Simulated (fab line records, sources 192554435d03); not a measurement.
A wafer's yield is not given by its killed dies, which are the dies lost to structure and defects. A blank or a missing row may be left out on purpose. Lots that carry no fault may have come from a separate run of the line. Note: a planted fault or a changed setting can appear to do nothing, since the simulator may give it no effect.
Matching of chambers || flow n5-finfet || N5_BEOL_M8_DESCUM_33 on rie-diel-02 has 4 sister chambers
The step chemistry O2, time 7 s. 14 wafers are shown with their chamber, then 7 later ones without.

WAFERS PAIRED WITH THEIR CHAMBERS
{"wafer": "L076.1", "chamber": 0, "showerhead-plenum-p-Torr (Torr)": 2.19, "throttle-valve-pct (%)": 20.4, "oes-product-au (a.u.)": 0.81}
{"wafer": "L076.5", "chamber": 1, "showerhead-plenum-p-Torr (Torr)": 2.05, "throttle-valve-pct (%)": 20.2, "oes-product-au (a.u.)": 0.84}
{"wafer": "L076.6", "chamber": 0, "showerhead-plenum-p-Torr (Torr)": 2.19, "throttle-valve-pct (%)": 20.4, "oes-product-au (a.u.)": 0.80}
{"wafer": "L078.1", "chamber": 1, "showerhead-plenum-p-Torr (Torr)": 2.05, "throttle-valve-pct (%)": 20.2, "oes-product-au (a.u.)": 0.85}
{"wafer": "L078.2", "chamber": 2, "showerhead-plenum-p-Torr (Torr)": 2.00, "throttle-valve-pct (%)": 20.5, "oes-product-au (a.u.)": 0.75}
{"wafer": "L078.4", "chamber": 3, "showerhead-plenum-p-Torr (Torr)": 2.22, "throttle-valve-pct (%)": 20.7, "oes-product-au (a.u.)": 0.77}
{"wafer": "L079.4", "chamber": 2, "showerhead-plenum-p-Torr (Torr)": 2.00, "throttle-valve-pct (%)": 20.5, "oes-product-au (a.u.)": 0.74}
{"wafer": "L079.5", "chamber": 1, "showerhead-plenum-p-Torr (Torr)": 2.04, "throttle-valve-pct (%)": 20.2, "oes-product-au (a.u.)": 0.85}
{"wafer": "L079.6", "chamber": 0, "showerhead-plenum-p-Torr (Torr)": 2.19, "throttle-valve-pct (%)": 20.4, "oes-product-au (a.u.)": 0.80}
{"wafer": "L081.2", "chamber": 1, "showerhead-plenum-p-Torr (Torr)": 2.04, "throttle-valve-pct (%)": 20.2, "oes-product-au (a.u.)": 0.84}
{"wafer": "L081.5", "chamber": 3, "showerhead-plenum-p-Torr (Torr)": 2.22, "throttle-valve-pct (%)": 20.8, "oes-product-au (a.u.)": 0.75}
{"wafer": "L081.6", "chamber": 0, "showerhead-plenum-p-Torr (Torr)": 2.19, "throttle-valve-pct (%)": 20.4, "oes-product-au (a.u.)": 0.78}
{"wafer": "L088.3", "chamber": 3, "showerhead-plenum-p-Torr (Torr)": 2.21, "throttle-valve-pct (%)": 20.8, "oes-product-au (a.u.)": 0.74}
{"wafer": "L088.4", "chamber": 1, "showerhead-plenum-p-Torr (Torr)": 2.04, "throttle-valve-pct (%)": 20.2, "oes-product-au (a.u.)": 0.82}

SIGNATURES (averages over the wafers above)
{"reading": "showerhead-plenum-p-Torr", "chamber 0": 2.1900, "chamber 1": 2.0440, "chamber 2": 2.0000, "chamber 3": 2.2167, "scatter within a chamber": 0.00432}
{"reading": "throttle-valve-pct", "chamber 0": 20.400, "chamber 1": 20.200, "chamber 2": 20.500, "chamber 3": 20.767, "scatter within a chamber": 0.0258}
{"reading": "oes-product-au", "chamber 0": 0.7975, "chamber 1": 0.8400, "chamber 2": 0.7450, "chamber 3": 0.7533, "scatter within a chamber": 0.0126}
Rule: a wafer lies at a distance from a chamber equal to the root of the sum of squares, over the readings, of (its reading less the chamber's mean, divided by the reading's scatter). The wafer belongs to the nearest chamber; if the next one is less than 2 further off, it can't be placed. The scatter: the root of (the sum of the squares of (reading less its chamber's mean) over the shown wafers, divided by (wafers less chambers)).

WAFERS WHOSE CHAMBER IS MISSING
{"wafer": "L088.5", "showerhead-plenum-p-Torr (Torr)": 2.18, "throttle-valve-pct (%)": 20.5, "oes-product-au (a.u.)": 0.77}
{"wafer": "L091.2", "showerhead-plenum-p-Torr (Torr)": 2.21, "throttle-valve-pct (%)": 20.8, "oes-product-au (a.u.)": 0.73}
{"wafer": "L091.3", "showerhead-plenum-p-Torr (Torr)": 2.03, "throttle-valve-pct (%)": 20.2, "oes-product-au (a.u.)": 0.81}
{"wafer": "L091.4", "showerhead-plenum-p-Torr (Torr)": 1.98, "throttle-valve-pct (%)": 20.6, "oes-product-au (a.u.)": 0.71}
{"wafer": "L096.3", "showerhead-plenum-p-Torr (Torr)": 2.20, "throttle-valve-pct (%)": 20.8, "oes-product-au (a.u.)": 0.72}
{"wafer": "L096.4", "showerhead-plenum-p-Torr (Torr)": 2.18, "throttle-valve-pct (%)": 20.5, "oes-product-au (a.u.)": 0.75}
{"wafer": "L096.5", "showerhead-plenum-p-Torr (Torr)": 2.20, "throttle-valve-pct (%)": 20.8, "oes-product-au (a.u.)": 0.73}

THE CHAMBER EACH PASSED THROUGH
{"wafer": "L088.5", "from the rows above": 0, "in truth": 0}
{"wafer": "L091.2", "from the rows above": 3, "in truth": 3}
{"wafer": "L091.3", "from the rows above": 1, "in truth": 1}
{"wafer": "L091.4", "from the rows above": 2, "in truth": 2}
{"wafer": "L096.3", "from the rows above": 3, "in truth": 3}
{"wafer": "L096.4", "from the rows above": 0, "in truth": 0}
{"wafer": "L096.5", "from the rows above": 3, "in truth": 3}
7 of 7 placed correctly. Can't be placed from these rows: 0. 0 placed wrongly.
